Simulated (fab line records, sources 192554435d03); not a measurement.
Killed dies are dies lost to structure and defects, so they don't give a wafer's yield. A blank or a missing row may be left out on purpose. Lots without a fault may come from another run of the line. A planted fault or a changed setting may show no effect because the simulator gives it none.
fab line records | flow n5_finfet
record lots=24 wafers=72 last_day=17
route steps=1938 shown BEOL_M2@882 BEOL_M3@950
lots that met no fault: from a run of the same line without faults
start_h: hours from the record's first day to the start of the lot's first wafer shown | wait_h: hours since the lot's step before | " the same as in the row above | L1.1+2: a row that stands for several wafers | - no value, or no start given | * or withheld: withheld | < > ~ a bound
route shown NAME@n: a module of which the file shows steps, and the number in the route of the first | usual: mean/standard deviation of fault-free wafers | same: alike in all rows | chamber/n: place in a boat | sites: the reading at each site | _std_site: their standard deviation | _edge_site: outer sites' mean less inner sites' | radius_mm: how far each site lies from the wafer's centre | mask NAME#n: copy n | behind: the tool/chamber that last shaped the wafer | hold: why the lot was held/for how many hours/how that ended | device: the transistor (n, p or np) that didn't switch | end of line: the same wafers' tests at the end of the route | a step without rows: its recipe alone | killed: dies lost to structure and defects at the first sort, not the wafer's yield | map: a wafer's dies, x killed, . not, _ none there
set.NAME: the setting as run; set.NAME@STEP: as run at that earlier step | model.NAME: the simulator's own value behind a step, which no gauge read
steps of the route over a sample of lots; a table a step, a row a wafer
services: from which hour (start_h, from the record's first day; less than 0 if before it) a tool's chamber was out of use, for how many hours, and why
## steps
# step N5_BEOL_M2_ALD_98
# recipe material=SiO2 target_thk_a=25 temp_c=100 ald_precursor_family=BDEAS ald_co_reactant=O2-plasma pulse_time_s=1 co_reactant_pulse_time_s=1 purge_time_s=2 co_reactant_purge_time_s=2 ald_cycles=17 pressure_torr=2
# usual heater_power_w=75/9.7 precursor_pulse_height_rel=1.001/0.019
# same co_reactant_pulse_time_s=1
# columns lot.wafer tool chamber start_h wait_h heater_power_w precursor_pulse_height_rel since_wet_clean_h
L074.1 ald_sin-04 0 135.17 0.1 67 0.991 233
L074.3 " 1 " " 76 1.018 -
L074.6 " 1 " " 79 1.013 -
L075.1 ald_sin-04 2 144.92 0.7 61 1.019 243
L075.3 " 0 " " 67 0.998 243
L075.6 " 3 " " 77 0.977 -
L076.1 ald_sin-03 2 147.20 0.1 64 0.995 48
L076.4 " 3 " " 81 0.977 48
L076.6 " 0 " " 70 0.988 -
L077.2 ald_sin-03 3 166.17 1.0 81 1.014 67
L077.3 " 0 " " 69 1.041 67
L077.5 " 3 " " 81 1.019 -
L079.2 ald_sin-03 0 169.26 0.1 71 0.973 70
L079.4 " 3 " " 81 1.016 70
L079.6 " 2 " " 65 1.025 -
L078.1 ald_sin-03 0 170.32 0.1 71 0.998 71
L078.2 " 2 " " 64 0.986 71
L078.5 " 1 " " 90 0.989 -
L080.1 ald_sin-03 3 170.95 0.3 80 0.977 72
L080.4 " 1 " " 92 1.038 72
L080.5 " 2 " " 65 1.006 -
L081.3 ald_sin-04 0 176.36 0.1 65 1.006 274
L081.5 " 3 " " 77 0.985 -
L081.6 " 2 " " 60 1.024 -
L082.1 ald_sin-03 1 177.76 0.1 92 0.992 79
L082.2 " 0 " " 72 1.032 79
L082.5 " 1 " " 93 1.007 -
L083.2 ald_sin-03 1 185.37 0.1 93 1.017 86
L083.3 " 3 " " 82 1.027 86
L083.4 " 0 " " 72 1.026 86
L084.1 ald_sin-03 0 188.75 0.1 71 1.023 90
L084.2 " 3 " " 82 0.995 90
L084.3 " 2 " " 64 1.019 90
L085.1 ald_sin-03 3 199.81 0.1 81 1.032 101
L085.2 " 1 " " 93 0.981 101
L085.3 " 0 " " 72 1.028 101
L086.1 ald_sin-04 1 204.91 0.1 77 0.991 303
L086.2 " 3 " " 78 0.982 303
L086.4 " 2 " " 61 1.008 303
L087.1 ald_sin-03 0 217.08 0.1 70 1.016 118
L087.5 " 3 " " 82 0.996 -
L087.6 " 2 " " 65 0.991 -
L088.2 ald_sin-04 1 223.18 0.2 78 1.006 321
L088.3 " 0 " " 66 1.002 321
L088.5 " 1 " " 78 1.020 -
L089.2 ald_sin-01 3 228.66 0.1 81 0.997 220
L089.5 " 1 " " 73 0.979 -
L089.6 " 2 " " 81 1.000 -
L090.1 ald_sin-01 1 230.29 1.5 72 1.004 222
L090.3 " 3 " " 79 1.016 222
L090.4 " 0 " " 73 0.993 222
L091.1 ald_sin-01 2 230.39 0.4 79 0.976 222
L091.2 " 0 " " 74 0.993 222
L091.6 " 3 " " 82 0.999 -
L092.1 ald_sin-04 2 242.23 1.2 61 1.021 340
L092.2 " 0 " " 67 0.991 340
L092.4 " 1 " " 79 0.987 340
L093.2 ald_sin-03 0 248.63 0.3 71 1.000 149
L093.5 " 0 " " 71 1.002 -
L093.6 " 1 " " 94 0.996 -
L094.3 ald_sin-01 0 252.85 0.1 74 1.009 244
L094.4 " 2 " " 78 1.015 244
L094.5 " 1 " " 73 0.969 -
L095.1 ald_sin-04 2 257.03 0.1 59 0.993 355
L095.2 " 0 " " 66 0.996 355
L095.6 " 2 " " 61 1.007 -
L096.1 ald_sin-03 1 262.05 0.1 93 0.962 163
L096.2 " 3 " " 81 0.990 163
L096.5 " 2 " " 65 1.020 -
L097.1 ald_sin-03 3 271.07 1.8 80 0.993 172
L097.2 " 0 " " 70 0.995 172
L097.5 " 0 " " 68 1.033 -
# step N5_BEOL_M2_ETCH_70
# recipe chemistry=N2/H2 target=SOC target_depth_a=800 overetch_a=240 mask_material=SiARC temp_c=40 time_s=130 ion_energy_ev=200 pressure_mtorr=30 source_w=840 bias_w=150 n2_flow_sccm=200 h2_flow_sccm=200
# usual chamber_pressure_mTorr=29.999/0.028 drypump_motor_current_A=5.7/0.44 oes_product_au=0.59/0.064 rf_vpp_V=523.3/2.5 showerhead_plenum_p_Torr=2.52/0.087 throttle_valve_pct=17.73/0.19
# columns lot.wafer tool chamber start_h wait_h chamber_pressure_mTorr drypump_motor_current_A oes_product_au rf_hours_counter_h rf_vpp_V showerhead_plenum_p_Torr throttle_valve_pct
L074.1 rie_diel-06 3 136.38 0.0 29.949 6.4 0.54 179 520.9 2.42 17.69
L074.3 " 2 " " 29.999 5.6 0.51 241 520.8 2.41 17.85
L074.6 " 1 " " 29.985 5.4 0.58 - 523.4 2.54 17.37
L076.1 rie_diel-03 2 147.74 0.0 30.022 6.2 0.55 158 521.5 2.45 17.95
L076.4 " 3 " " 29.990 5.6 0.66 - 523.1 2.49 17.66
L076.6 " 2 " " 30.029 6.2 0.55 - 520.5 2.45 17.95
L075.1 rie_diel-06 3 147.79 0.0 29.970 6.4 0.54 185 519.9 2.42 17.72
L075.3 " 0 " " 30.016 5.0 0.52 222 526.3 2.62 18.00
L075.6 " 3 " " 30.009 6.4 0.54 - 520.5 2.42 17.69
L077.2 rie_diel-05 0 166.46 0.0 29.972 5.7 0.53 189 523.1 2.52 17.81
L077.3 " 1 " " 30.068 5.2 0.54 182 523.5 2.53 17.89
L077.5 " 2 " " 30.017 5.6 0.55 - 526.7 2.63 17.47
L079.2 rie_diel-03 1 173.88 0.0 29.995 5.2 0.71 7 526.1 2.61 17.82
L079.4 " 3 " " 30.010 5.6 0.65 40 523.0 2.48 17.69
L079.6 " 2 " " 30.017 6.2 0.54 - 520.8 2.44 17.98
L078.1 rie_diel-05 1 174.95 0.0 30.016 5.2 0.54 186 524.1 2.53 17.89
L078.2 " 3 " " 29.955 5.2 0.67 13 522.2 2.49 17.83
L078.5 " 1 " " 29.972 5.2 0.53 - 523.8 2.53 17.89
L080.1 rie_diel-06 0 178.85 0.0 29.992 5.1 0.52 237 524.4 2.61 18.03
L080.4 " 3 " " 30.048 6.4 0.53 - 520.1 2.41 17.73
L080.5 " 0 " " 30.010 5.0 0.52 - 526.4 2.61 18.01
L081.3 rie_diel-05 3 181.80 0.0 29.971 5.2 0.67 15 522.6 2.49 17.84
L081.5 " 3 " " 30.023 5.2 0.66 - 521.7 2.49 17.84
L081.6 " 0 " " 29.990 5.7 0.53 - 523.7 2.52 17.82
L082.1 rie_diel-06 1 181.90 0.0 30.024 5.4 0.57 139 523.8 2.54 17.39
L082.2 " 0 " " 29.996 5.0 0.52 237 525.6 2.61 18.02
L082.5 " 0 " " 30.023 5.1 0.52 - 527.0 2.61 18.02
L083.2 rie_diel-03 3 185.95 0.0 29.992 5.6 0.65 45 522.7 2.48 17.68
L083.3 " 0 " " 30.025 6.1 0.59 106 520.0 2.45 17.69
L083.4 " 2 " " 30.024 6.2 0.54 173 520.2 2.44 17.98
L084.1 rie_diel-05 3 188.96 0.0 29.977 5.2 0.66 19 522.7 2.49 17.85
L084.2 " 0 " " 30.009 5.7 0.53 196 523.5 2.52 17.83
L084.3 " 2 " " 30.008 5.7 0.55 188 528.1 2.63 17.49
L085.1 rie_diel-06 1 202.37 0.0 30.034 5.4 0.56 146 522.2 2.53 17.41
L085.2 " 0 " " 30.014 5.0 0.51 245 524.5 2.60 18.07
L085.3 " 3 " " 29.929 6.5 0.52 208 521.8 2.41 17.74
L086.1 rie_diel-03 0 215.37 0.0 30.044 6.1 0.58 116 522.7 2.44 17.70
L086.2 " 3 " " 30.005 5.6 0.63 55 521.8 2.48 17.72
L086.4 " 2 " " 30.037 6.2 0.54 185 518.7 2.44 17.99
L087.1 rie_diel-06 1 220.28 0.0 30.003 5.4 0.55 152 524.2 2.53 17.42
L087.5 " 3 " " 29.953 6.5 0.52 - 520.1 2.40 17.75
L087.6 " 2 " " 29.972 5.7 0.68 - 529.3 2.72 17.49
L088.2 rie_diel-05 2 223.34 0.0 30.020 5.7 0.54 200 525.2 2.62 17.50
L088.3 " 0 " " 30.009 5.7 0.53 206 524.0 2.51 17.87
L088.5 " 2 " " 30.049 5.7 0.54 - 525.9 2.62 17.50
L089.2 rie_diel-06 3 231.72 0.0 30.017 6.4 0.52 218 521.0 2.40 17.75
L089.5 " 3 " " 29.970 6.4 0.52 - 521.2 2.40 17.77
L089.6 " 2 " " 29.971 5.6 0.68 - 529.5 2.71 17.49
L090.1 rie_diel-03 1 232.67 0.0 29.962 5.3 0.67 29 524.7 2.60 17.87
L090.3 " 3 " " 30.025 5.6 0.63 62 522.0 2.47 17.71
L090.4 " 2 " " 29.991 6.3 0.53 191 519.6 2.43 18.00
L091.1 rie_diel-05 2 234.60 0.0 29.939 5.7 0.53 205 526.5 2.62 17.51
L091.2 " 1 " " 29.980 5.2 0.52 207 523.1 2.52 17.94
L091.6 " 0 " " 30.023 5.7 0.52 - 523.6 2.51 17.85
L092.1 rie_diel-03 0 247.01 0.0 30.020 6.1 0.57 125 520.1 2.44 17.71
L092.2 " 2 " " 29.973 6.2 0.53 196 520.1 2.43 18.01
L092.4 " 3 " " 30.037 5.6 0.62 67 522.4 2.47 17.74
L093.2 rie_diel-06 0 250.46 0.0 29.962 5.1 0.73 2 525.2 2.60 17.64
L093.5 " 0 " " 30.022 5.1 0.72 - 525.7 2.60 17.62
L093.6 " 2 " " 30.016 5.6 0.66 - 527.4 2.71 17.52
L094.3 rie_diel-06 0 259.63 0.0 30.017 5.1 0.71 6 526.7 2.60 17.64
L094.4 " 2 " " 30.022 5.6 0.65 30 528.7 2.71 17.52
L094.5 " 3 " " 30.006 6.4 0.52 - 518.7 2.40 17.77
L095.1 rie_diel-03 0 260.96 0.0 29.955 6.1 0.58 130 521.0 2.44 17.71
L095.2 " 2 " " 29.998 6.2 0.52 201 520.5 2.43 18.03
L095.6 " 0 " " 30.037 6.1 0.57 - 520.9 2.44 17.73
L096.1 rie_diel-06 2 263.01 0.0 30.021 5.6 0.65 31 526.8 2.71 17.53
L096.2 " 1 " " 29.979 5.4 0.55 170 524.6 2.52 17.46
L096.5 " 0 " " 30.015 5.0 0.71 - 524.1 2.60 17.65
L097.1 rie_diel-03 2 277.33 0.0 29.987 6.2 0.52 206 519.5 2.43 18.05
L097.2 " 3 " " 30.002 5.6 0.61 78 521.1 2.47 17.75
L097.5 " 3 " " 29.999 5.6 0.61 - 521.6 2.47 17.75
# step N5_BEOL_M2_ALD_84
# recipe material=TaN target_thk_a=* temp_c=275 ald_precursor_family=PDMAT ald_co_reactant=NH3 pressure_torr=3 carrier_flow_sccm=1500 pulse_time_s=2 purge_time_s=3 co_reactant_purge_time_s=2 co_reactant_pulse_time_s=3 ald_cycles=30 precursor_vessel_temp_c=75 precursor_vessel_pressure_torr=26.25 precursor_vessel_carrier_sccm=1000
# usual heater_power_w=409/39 mfc_carrier_sccm=1500/4.8
# same co_reactant_pulse_time_s=3
# columns lot.wafer tool chamber start_h wait_h heater_power_w mfc_carrier_sccm since_wet_clean_h
L074.1 ald_metal-01 0 137.14 0.1 459 1508 1338
L074.3 " 2 " " 360 1500 1338
L074.6 " 3 " " 345 1493 -
L076.1 ald_metal-03 0 148.65 0.1 456 1505 5965
L076.4 " 2 " " 474 1505 5965
L076.6 " 1 " " 426 1503 -
L075.1 ald_metal-02 0 148.75 0.0 407 1500 4427
L075.3 " 1 " " 417 1494 4427
L075.6 " 2 " " 385 1490 -
L077.2 ald_metal-02 1 167.77 0.0 417 1506 4446
L077.3 " 0 " " 402 1500 4446
L077.5 " 0 " " 398 1495 -
L079.2 ald_metal-02 2 174.90 0.1 402 1501 4453
L079.4 " 0 " " 408 1497 4453
L079.6 " 0 " " 406 1492 -
L078.1 ald_metal-01 2 176.31 0.1 360 1508 1378
L078.2 " 1 " " 443 1502 1378
L078.5 " 0 " " 454 1487 -
L080.1 ald_metal-03 1 180.19 0.1 436 1505 5997
L080.4 " 2 " " 485 1498 5997
L080.5 " 1 " " 438 1494 -
L081.3 ald_metal-02 2 183.02 0.0 393 1505 4461
L081.5 " 0 " " 409 1498 -
L081.6 " 3 " " 356 1500 -
L082.1 ald_metal-03 3 183.05 0.0 423 1489 6000
L082.2 " 0 " " 448 1501 6000
L082.5 " 3 " " 422 1492 -
L083.2 ald_metal-02 0 186.81 0.1 419 1493 4465
L083.3 " 2 " " 393 1498 4465
L083.4 " 3 " " 353 1504 4465
L084.1 ald_metal-02 3 190.18 0.0 350 1499 4468
L084.2 " 0 " " 395 1500 4468
L084.3 " 1 " " 415 1505 4468
L085.1 ald_metal-01 1 203.64 0.1 436 1501 1405
L085.2 " 0 " " 446 1497 1405
L085.3 " 2 " " 358 1500 1405
L086.1 ald_metal-03 2 216.26 0.0 469 1501 6033
L086.2 " 1 " " 432 1498 6033
L086.4 " 3 " " 418 1500 6033
L087.1 ald_metal-02 3 221.28 0.0 353 1501 4500
L087.5 " 1 " " 432 1496 -
L087.6 " 2 " " 387 1501 -
L088.2 ald_metal-01 1 224.37 0.1 443 1507 1426
L088.3 " 2 " " 357 1495 1426
L088.5 " 1 " " 443 1506 -
L089.2 ald_metal-01 2 232.54 0.0 353 1500 1434
L089.5 " 0 " " 463 1499 -
L089.6 " 3 " " 354 1502 -
L090.1 ald_metal-03 0 234.98 0.0 451 1501 6052
L090.3 " 2 " " 466 1496 6052
L090.4 " 0 " " 438 1495 -
L091.1 ald_metal-01 3 235.51 0.0 347 1502 1437
L091.2 " 0 " " 438 1502 1437
L091.6 " 1 " " 432 1496 -
L092.1 ald_metal-02 2 247.70 0.0 395 1501 4526
L092.2 " 1 " " 409 1499 4526
L092.4 " 0 " " 402 1497 4526
L093.2 ald_metal-01 1 251.58 0.3 447 1501 1453
L093.5 " 0 " " 453 1501 -
L093.6 " 1 " " 439 1501 -
L094.3 ald_metal-03 2 260.83 0.0 470 1505 6078
L094.4 " 3 " " 405 1499 6078
L094.5 " 2 " " 476 1500 -
L095.1 ald_metal-02 3 263.44 0.1 344 1494 4542
L095.2 " 2 " " 392 1507 4542
L095.6 " 0 " " 403 1509 -
L096.1 ald_metal-01 0 263.85 0.1 448 1495 1465
L096.2 " 3 " " 355 1498 1465
L096.5 " 3 " " 353 1495 -
L097.1 ald_metal-02 0 278.24 0.1 405 1503 4557
L097.2 " 1 " " 430 1506 4557
L097.5 " 1 " " 411 1510 -
# step N5_BEOL_M2_ANNEAL_49
# recipe temp_c=400 time_s=240 ambient=vacuum
# usual heater_power_w=911/130
# columns lot.wafer tool chamber start_h wait_h heater_power_w
L074.1 pvd_sputter-03 - 137.76 0.0 781
L074.3 " - " " 683
L074.6 " - " " 674
L076.1 pvd_sputter-02 - 149.55 0.0 1177
L076.4 " - " " 915
L076.6 " - " " 925
L075.1 pvd_sputter-03 - 151.25 0.0 772
L075.3 " - " " 672
L075.6 " - " " 784
L077.2 pvd_sputter-01 - 168.63 0.0 878
L077.3 " - " " 1054
L077.5 " - " " 893
L079.2 pvd_sputter-02 - 176.00 0.0 760
L079.4 " - " " 1153
L079.6 " - " " 782
L078.1 pvd_sputter-03 - 177.09 0.0 758
L078.2 " - " " 957
L078.5 " - " " 803
L080.1 pvd_sputter-01 - 181.19 0.0 839
L080.4 " - " " 1010
L080.5 " - " " 880
L081.3 pvd_sputter-01 - 183.59 0.0 916
L081.5 " - " " 1015
L081.6 " - " " 875
L082.1 pvd_sputter-03 - 184.03 0.0 956
L082.2 " - " " 797
L082.5 " - " " 689
L083.2 pvd_sputter-02 - 187.86 0.0 1127
L083.3 " - " " 904
L083.4 " - " " 772
L084.1 pvd_sputter-01 - 191.00 0.0 1010
L084.2 " - " " 1038
L084.3 " - " " 833
L085.1 pvd_sputter-01 - 204.25 0.0 821
L085.2 " - " " 1028
L085.3 " - " " 1043
L086.1 pvd_sputter-01 - 217.09 0.0 847
L086.2 " - " " 1038
L086.4 " - " " 1022
L087.1 pvd_sputter-03 - 221.98 0.0 776
L087.5 " - " " 811
L087.6 " - " " 989
L088.2 pvd_sputter-02 - 225.25 0.0 765
L088.3 " - " " 878
L088.5 " - " " 1157
L089.2 pvd_sputter-02 - 233.36 0.0 950
L089.5 " - " " 909
L089.6 " - " " 874
L090.1 pvd_sputter-03 - 235.57 0.0 792
L090.3 " - " " 688
L090.4 " - " " 947
L091.1 pvd_sputter-02 - 236.24 0.0 931
L091.2 " - " " 766
L091.6 " - " " 777
L092.1 pvd_sputter-03 - 248.48 0.0 934
L092.2 " - " " 787
L092.4 " - " " 681
L093.2 pvd_sputter-02 - 252.52 0.0 887
L093.5 " - " " 889
L093.6 " - " " 904
L094.3 pvd_sputter-01 - 261.57 0.0 1013
L094.4 " - " " 879
L094.5 " - " " 1065
L095.1 pvd_sputter-01 - 264.05 0.0 984
L095.2 " - " " 885
L095.6 " - " " 1084
L096.1 pvd_sputter-03 - 265.82 0.0 977
L096.2 " - " " 969
L096.5 " - " " 791
L097.1 pvd_sputter-02 - 279.05 0.0 904
L097.2 " - " " 915
L097.5 " - " " 1150
# step N5_BEOL_M2_ANNEAL_87
# recipe temp_c=400 time_s=240 ambient=vacuum
# usual heater_power_w=912/130
# columns lot.wafer tool chamber start_h wait_h heater_power_w
L074.1 pvd_sputter-03 - 138.42 0.0 769
L074.3 " - " " 674
L074.6 " - " " 693
L076.1 pvd_sputter-02 - 150.21 0.0 1157
L076.4 " - " " 914
L076.6 " - " " 914
L075.1 pvd_sputter-03 - 151.91 0.0 782
L075.3 " - " " 696
L075.6 " - " " 760
L077.2 pvd_sputter-01 - 169.29 0.0 888
L077.3 " - " " 1054
L077.5 " - " " 887
L079.2 pvd_sputter-02 - 176.66 0.0 750
L079.4 " - " " 1141
L079.6 " - " " 754
L078.1 pvd_sputter-03 - 177.75 0.0 770
L078.2 " - " " 951
L078.5 " - " " 768
L080.1 pvd_sputter-01 - 181.85 0.0 846
L080.4 " - " " 1035
L080.5 " - " " 913
L081.3 pvd_sputter-01 - 184.25 0.0 890
L081.5 " - " " 1000
L081.6 " - " " 886
L082.1 pvd_sputter-03 - 184.69 0.0 982
L082.2 " - " " 775
L082.5 " - " " 696
L083.2 pvd_sputter-02 - 188.52 0.0 1126
L083.3 " - " " 925
L083.4 " - " " 768
L084.1 pvd_sputter-01 - 191.66 0.0 1009
L084.2 " - " " 1053
L084.3 " - " " 848
L085.1 pvd_sputter-01 - 204.91 0.0 831
L085.2 " - " " 1077
L085.3 " - " " 1033
L086.1 pvd_sputter-01 - 217.75 0.0 836
L086.2 " - " " 1067
L086.4 " - " " 1024
L087.1 pvd_sputter-03 - 222.64 0.0 789
L087.5 " - " " 789
L087.6 " - " " 941
L088.2 pvd_sputter-02 - 225.91 0.0 788
L088.3 " - " " 892
L088.5 " - " " 1162
L089.2 pvd_sputter-02 - 234.02 0.0 912
L089.5 " - " " 929
L089.6 " - " " 895
L090.1 pvd_sputter-03 - 236.23 0.0 803
L090.3 " - " " 701
L090.4 " - " " 959
L091.1 pvd_sputter-02 - 236.90 0.0 921
L091.2 " - " " 761
L091.6 " - " " 754
L092.1 pvd_sputter-03 - 249.14 0.0 965
L092.2 " - " " 785
L092.4 " - " " 686
L093.2 pvd_sputter-02 - 253.18 0.0 913
L093.5 " - " " 924
L093.6 " - " " 886
L094.3 pvd_sputter-01 - 262.23 0.0 1001
L094.4 " - " " 891
L094.5 " - " " 1066
L095.1 pvd_sputter-01 - 264.71 0.0 1021
L095.2 " - " " 924
L095.6 " - " " 1075
L096.1 pvd_sputter-03 - 266.48 0.0 956
L096.2 " - " " 956
L096.5 " - " " 781
L097.1 pvd_sputter-02 - 279.71 0.0 915
L097.2 " - " " 906
L097.5 " - " " 1155
# step N5_BEOL_M3_ETCH_64
# recipe chemistry=N2/H2 target=SOC target_depth_a=750 overetch_a=150 mask_material=SiARC temp_c=40 time_s=112.5 ion_energy_ev=200 pressure_mtorr=30 source_w=840 bias_w=150 n2_flow_sccm=200 h2_flow_sccm=200
# usual chamber_pressure_mTorr=30.001/0.03 drypump_motor_current_A=5.5/0.48 oes_product_au=0.63/0.075 rf_vpp_V=524.4/2.6 showerhead_plenum_p_Torr=2.56/0.096 throttle_valve_pct=17.76/0.24
# columns lot.wafer tool chamber start_h wait_h chamber_pressure_mTorr drypump_motor_current_A oes_product_au rf_hours_counter_h rf_vpp_V showerhead_plenum_p_Torr throttle_valve_pct
L074.1 rie_diel-02 0 142.55 0.0 29.994 6.5 0.54 236 526.0 2.62 17.79
L074.3 " 1 " " 29.996 5.6 0.59 145 527.1 2.63 17.73
L074.6 " 2 " " 29.982 5.1 0.57 - 523.8 2.54 17.77
L076.1 rie_diel-01 0 153.75 0.0 30.046 5.3 0.67 68 528.0 2.69 17.76
L076.4 " 3 " " 30.055 5.7 0.56 - 525.5 2.62 17.64
L076.6 " 0 " " 30.030 5.3 0.66 - 528.0 2.69 17.77
L075.1 rie_diel-01 2 155.46 0.0 29.982 5.4 0.58 169 522.8 2.55 18.10
L075.3 " 3 " " 30.025 5.7 0.56 184 527.2 2.62 17.64
L075.6 " 2 " " 29.991 5.4 0.58 - 524.6 2.56 18.09
L077.2 rie_diel-04 3 176.07 0.0 29.998 5.9 0.57 212 520.3 2.40 18.10
L077.3 " 0 " " 30.027 5.4 0.74 14 522.6 2.49 17.54
L077.5 " 2 " " 29.996 4.7 0.71 - 528.8 2.72 17.68
L079.2 rie_diel-04 3 180.09 0.0 29.972 5.9 0.56 214 520.6 2.40 18.09
L079.4 " 2 " " 30.029 4.8 0.71 - 527.3 2.72 17.67
L079.6 " 3 " " 30.015 5.9 0.55 - 521.4 2.40 18.10
L078.1 rie_diel-01 3 182.81 0.0 29.938 5.7 0.56 195 526.7 2.62 17.66
L078.2 " 2 " " 30.146 5.4 0.57 179 523.2 2.55 18.12
L078.5 " 0 " " 29.970 5.3 0.66 - 526.7 2.68 17.77
L080.1 rie_diel-02 1 186.50 0.0 29.964 5.6 0.58 160 526.8 2.62 17.77
L080.4 " 1 " " 30.016 5.6 0.58 - 526.5 2.62 17.76
L080.5 " 3 " " 29.982 5.0 0.69 - 522.7 2.48 17.91
L081.3 rie_diel-02 3 188.62 0.0 30.034 5.0 0.69 44 521.2 2.48 17.91
L081.5 " 3 " " 29.988 5.0 0.69 - 521.6 2.48 17.92
L081.6 " 2 " " 30.003 5.1 0.57 - 522.2 2.53 17.80
L082.1 rie_diel-04 0 188.72 0.0 29.987 5.4 0.74 18 522.0 2.49 17.56
L082.2 " 2 " " 30.025 4.7 0.70 26 528.7 2.72 17.67
L082.5 " 2 " " 29.958 4.7 0.70 - 529.4 2.72 17.69
L083.2 rie_diel-04 0 192.72 0.0 29.995 5.4 0.73 20 524.1 2.49 17.55
L083.3 " 3 " " 30.039 5.9 0.55 218 520.2 2.40 18.10
L083.4 " 0 " " 30.005 5.4 0.72 - 523.6 2.49 17.56
L084.1 rie_diel-04 3 195.79 0.0 29.990 5.9 0.55 220 518.6 2.40 18.09
L084.2 " 2 " " 30.009 4.7 0.70 29 529.0 2.72 17.67
L084.3 " 0 " " 29.981 5.4 0.72 21 522.6 2.49 17.56
L085.1 rie_diel-02 0 210.18 0.0 29.999 6.5 0.75 3 526.2 2.61 17.34
L085.2 " 3 " " 30.031 4.9 0.67 52 522.4 2.48 17.92
L085.3 " 1 " " 30.025 5.6 0.58 169 526.5 2.62 17.79
L086.1 rie_diel-04 1 222.62 0.0 30.035 5.1 0.77 8 525.8 2.61 17.47
L086.2 " 2 " " 30.001 4.7 0.69 37 528.3 2.71 17.72
L086.4 " 0 " " 29.966 5.4 0.71 29 522.8 2.48 17.59
L087.1 rie_diel-04 0 227.30 0.0 29.997 5.4 0.71 31 521.6 2.48 17.57
L087.5 " 3 " " 30.008 5.9 0.55 - 521.2 2.40 18.12
L087.6 " 0 " " 29.931 5.4 0.71 - 521.8 2.48 17.56
L088.2 rie_diel-01 0 229.72 0.0 30.014 5.3 0.65 93 527.5 2.68 17.79
L088.3 " 3 " " 29.999 5.7 0.54 209 527.0 2.61 17.68
L088.5 " 3 " " 29.994 5.7 0.55 - 525.9 2.61 17.69
L089.2 rie_diel-04 0 238.81 0.0 30.042 5.4 0.70 34 523.1 2.48 17.59
L089.5 " 3 " " 29.989 5.9 0.55 - 521.0 2.39 18.13
L089.6 " 0 " " 29.966 5.4 0.71 - 521.7 2.48 17.58
L090.1 rie_diel-02 3 239.35 0.0 30.021 5.0 0.66 61 523.6 2.48 17.95
L090.3 " 0 " " 30.034 6.5 0.73 10 525.1 2.61 17.35
L090.4 " 2 " " 30.002 5.1 0.56 226 523.8 2.53 17.83
L091.1 rie_diel-02 2 240.04 0.0 30.017 5.1 0.55 226 523.7 2.53 17.82
L091.2 " 1 " " 30.020 5.6 0.58 179 525.7 2.61 17.79
L091.6 " 3 " " 29.973 5.0 0.67 - 522.9 2.48 17.94
L092.1 rie_diel-01 0 252.29 0.0 29.957 5.3 0.64 100 526.2 2.67 17.81
L092.2 " 3 " " 29.995 5.7 0.54 216 526.5 2.61 17.71
L092.4 " 2 " " 29.971 5.4 0.56 201 524.6 2.54 18.14
L093.2 rie_diel-02 2 258.64 0.0 30.013 5.1 0.55 232 524.0 2.52 17.85
L093.5 " 0 " " 29.997 6.5 0.73 - 526.2 2.61 17.33
L093.6 " 3 " " 29.968 4.9 0.66 - 520.8 2.47 17.96
L094.3 rie_diel-01 3 267.02 0.0 30.031 5.7 0.54 220 526.6 2.61 17.72
L094.4 " 2 " " 30.001 5.4 0.56 204 522.2 2.54 18.16
L094.5 " 3 " " 29.990 5.7 0.53 - 526.3 2.61 17.71
L095.1 rie_diel-04 1 268.71 0.0 29.991 5.1 0.73 21 526.1 2.60 17.51
L095.2 " 0 " " 30.013 5.4 0.70 42 522.8 2.48 17.61
L095.6 " 0 " " 30.031 5.4 0.69 - 522.0 2.48 17.58
L096.1 rie_diel-02 2 273.56 0.0 30.004 5.1 0.55 238 522.4 2.52 17.85
L096.2 " 3 " " 29.989 5.0 0.65 72 521.6 2.47 17.97
L096.5 " 2 " " 30.020 5.1 0.55 - 523.6 2.52 17.85
L097.1 rie_diel-02 3 283.49 0.0 29.961 4.9 0.65 75 522.4 2.47 17.96
L097.2 " 1 " " 30.024 5.6 0.56 189 527.4 2.61 17.81
L097.5 " 0 " " 30.050 6.6 0.70 - 525.7 2.60 17.35
## services
# columns tool chamber start_h hours kind
ald_metal-03 0 149.94 1.9 repair
rie_diel-06 2 158.01 - clean
rie_diel-06 2 158.01 - consumable_replace:focus_ring
rie_diel-06 2 158.01 - consumable_replace:showerhead
rie_diel-06 2 158.01 24.5 scheduled_down
rie_diel-06 2 158.01 24.5 vent_cycle
rie_diel-05 2 169.34 16.3 repair
rie_diel-05 0 170.33 5.8 repair
ald_sin-01 1 173.81 11.8 repair
rie_diel-01 1 187.31 5.4 repair
ald_sin-03 - 217.38 14.6 pm
ald_metal-03 3 219.06 25.0 repair
rie_diel-03 0 223.19 7.0 repair
rie_diel-02 0 227.10 2.8 repair
ald_sin-01 - 237.60 6.0 pm
rie_diel-06 3 249.82 7.8 repair
ald_sin-01 - 253.18 2.8 pm
rie_diel-02 1 264.14 12.0 repair
rie_diel-06 1 268.25 3.5 repair
ald_sin-04 - 268.25 14.0 pm
ald_metal-02 3 271.11 12.5 repair
ald_metal-03 3 274.16 3.4 repair
ald_sin-01 0 278.13 7.6 repair
rie_diel-05 1 280.42 2.5 repair
## key
fault none
